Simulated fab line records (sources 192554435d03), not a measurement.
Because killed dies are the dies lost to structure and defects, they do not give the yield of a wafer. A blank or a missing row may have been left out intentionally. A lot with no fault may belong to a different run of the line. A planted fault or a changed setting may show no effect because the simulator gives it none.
Which tool was responsible? | flow n5-finfet | 11 lots with 33 wafers sampled at 4 steps, on a route of 1938 steps

## WHAT THE GAUGES SHOWED, per wafer
N5_BEOL_M11_CD_MEAS_11: the cd target is 64.1 nm.
lot  | measured     | on        | cd-nm (nm)
L207 | day 11 09:55 | cd-sem-03 | 64.2 63.4 64.9
L209 | day 12 05:34 | cd-sem-03 | 64.4 64.7 64.8
L211 | day 12 06:25 | cd-sem-02 | 63.9 63.8 64.9
L210 | day 12 06:31 | cd-sem-01 | 63.9 63.9 64.2
L214 | day 12 22:01 | cd-sem-01 | 64.7 65.5 63.2
L215 | day 13 01:52 | cd-sem-02 | 64.9 63.2 63.2
L217 | day 13 15:54 | cd-sem-01 | 63.6 64.5 63.1
L221 | day 14 16:02 | cd-sem-01 | 65.1 63.8 63.9
L224 | day 15 10:19 | cd-sem-03 | 64.0 64.4 64.4
L225 | day 15 10:34 | cd-sem-02 | 64.3 64.1 63.5
L226 | day 16 05:05 | cd-sem-01 | 63.4 64.5 64.3

## WHICH TOOL RAN EACH LOT (tool, then ch and the chambers of the sampled wafers, then the start)
lot  | N5_BEOL_M10_ALD_74                  | N5_BEOL_M10_CMP_52            | N5_BEOL_M11_PECVD_70
L207 | ald-metal-02 ch 1,2, day 11 05:03   | cmp-02 ch 0,2,3, day 11 06:22 | pecvd-02 ch 1,2, day 11 07:47
L209 | ald-metal-01 ch 0,2,3, day 12 01:31 | cmp-02 ch 0,2, day 12 02:46   | pecvd-02 ch 1,2, day 12 03:51
L211 | ald-metal-01 ch 0,2, day 12 02:26   | cmp-01 ch 0,2,3, day 12 04:07 | pecvd-03 ch 0,1,2, day 12 05:12
L210 | ald-metal-02 ch 0,2, day 12 02:35   | cmp-01 ch 0,1,3, day 12 04:26 | pecvd-04 ch 1,2, day 12 05:28
L214 | ald-metal-02 ch 0,1,3, day 12 17:53 | cmp-04 ch 1,2,3, day 12 19:08 | pecvd-04 ch 0,2, day 12 20:11
L215 | ald-metal-01 ch 0,1, day 12 21:24   | cmp-01 ch 0,1, day 12 23:03   | pecvd-03 ch 0,1,2, day 13 00:08
L217 | ald-metal-03 ch 1,2,3, day 13 11:38 | cmp-01 ch 1,2,3, day 13 13:08 | pecvd-04 ch 0,1,2, day 13 14:16
L221 | ald-metal-03 ch 2,3, day 14 12:02   | cmp-04 ch 1,2,3, day 14 13:16 | pecvd-04 ch 0,1,2, day 14 14:47
L224 | ald-metal-01 ch 1,2,3, day 15 06:03 | cmp-04 ch 1,2,3, day 15 07:17 | pecvd-03 ch 0,1,2, day 15 08:43
L225 | ald-metal-02 ch 0,1,2, day 15 06:41 | cmp-04 ch 0,2,3, day 15 08:02 | pecvd-03 ch 0,1,2, day 15 10:01
L226 | ald-metal-02 ch 0,3, day 16 00:01   | cmp-04 ch 0,2,3, day 16 01:03 | pecvd-03 ch 0,1,2, day 16 02:39
- N5_BEOL_M10_ALD_74: deposits TaN, target thk 2 nm, pulse time 2 s, purge time 3 s.
- N5_BEOL_M10_CMP_52: polishes, stops on SiCOH lowk, t overpolish 7 s, target thk 140 nm.
- N5_BEOL_M11_PECVD_70: deposits SiO2 from TEOS/O2, target thk 20 nm, time 22.7 s.

## WHAT THE TOOLS THEMSELVES READ (means of the sampled wafers that have a number; where no wafer has one, the mark that the record gives instead)
N5_BEOL_M10_ALD_74.
lot  | tool         | heater-power-w (W)
L207 | ald-metal-02 | 459
L209 | ald-metal-01 | 429
L211 | ald-metal-01 | 444
L210 | ald-metal-02 | 468
L214 | ald-metal-02 | 449
L215 | ald-metal-01 | 411
L217 | ald-metal-03 | 423
L221 | ald-metal-03 | 414
L224 | ald-metal-01 | 444
L225 | ald-metal-02 | 465
L226 | ald-metal-02 | 463

N5_BEOL_M10_CMP_52.
lot  | tool   | barrier-field-endpoint-s (s) | motor-current-A (A) | overpolish-run-s (s) | time-to-endpoint-s (s)
L207 | cmp-02 | 28.7                         | 6.6                 | 7.002                | 65
L209 | cmp-02 | 28.7                         | 6.2                 | 6.993                | 64
L211 | cmp-01 | 28.0                         | 5.5                 | 6.987                | 66
L210 | cmp-01 | 29.4                         | 5.9                 | 6.995                | 66
L214 | cmp-04 | 28.0                         | 5.5                 | 7.006                | 61
L215 | cmp-01 | 29.3                         | 6.3                 | 6.995                | 67
L217 | cmp-01 | 28.8                         | 5.4                 | 6.994                | 64
L221 | cmp-04 | 28.6                         | 5.6                 | 7.001                | 61
L224 | cmp-04 | 28.9                         | 5.4                 | 6.999                | 62
L225 | cmp-04 | 28.9                         | 5.7                 | 7.007                | 64
L226 | cmp-04 | 28.5                         | 5.9                 | 6.995                | 61

N5_BEOL_M11_PECVD_70.
lot  | tool     | heater-power-w (W) | showerhead-plenum-p-Torr (Torr) | susceptor-temp-C (C) | throttle-valve-pct (%)
L207 | pecvd-02 | 784                | 8.82                            | 399.94               | 21.4
L209 | pecvd-02 | 792                | 8.82                            | 400.05               | 21.4
L211 | pecvd-03 | 687                | 8.69                            | 400.02               | 23.6
L210 | pecvd-04 | 589                | 8.74                            | 399.93               | 22.1
L214 | pecvd-04 | 788                | 8.69                            | 400.14               | 22.0
L215 | pecvd-03 | 716                | 8.71                            | 399.98               | 23.6
L217 | pecvd-04 | 611                | 8.73                            | 385.77               | 22.2
L221 | pecvd-04 | 616                | 8.73                            | 385.61               | 22.4
L224 | pecvd-03 | 681                | 8.70                            | 399.89               | 23.8
L225 | pecvd-03 | 683                | 8.71                            | 399.99               | 23.6
L226 | pecvd-03 | 705                | 8.72                            | 400.08               | 23.6

## THE ANSWER, worked out from the rows above alone
Rule: usual is defined by the lots themselves. Put in order of their means at a reading, lots are off if they are a third of the lots or fewer, leave a main group of 4 or more, and stand apart from it by a gap of 3 or more times the standard deviation of the main group's means; of several such gaps the widest counts. Not used: any main group whose means are identical at the precision the tables above print for the reading. Also off: a lot with no number at a reading for which 4 or more lots have one. The other lots that the step has rows for count as sound. First the gauges in route order, then the tools' own readings, where a lot's mean is used as printed above. At the first step where some lot is off, the reading lying furthest off is the one used; lots without a number count as furthest.
Off, at N5_BEOL_M11_PECVD_70 on susceptor-temp-C: L217, L221. The main group has a mean of 400.00 C with a standard deviation of 0.075.
If a tool, at that step or one of the process steps before it, ran each lot that is off and ran no sound lot following the first of them, it fits. 2 tools fit, ald-metal-03 at N5_BEOL_M10_ALD_74 and pecvd-04 at N5_BEOL_M11_PECVD_70, so this cannot tell which one it is.

## WHAT HAD BEEN PUT IN BY THE SIMULATOR
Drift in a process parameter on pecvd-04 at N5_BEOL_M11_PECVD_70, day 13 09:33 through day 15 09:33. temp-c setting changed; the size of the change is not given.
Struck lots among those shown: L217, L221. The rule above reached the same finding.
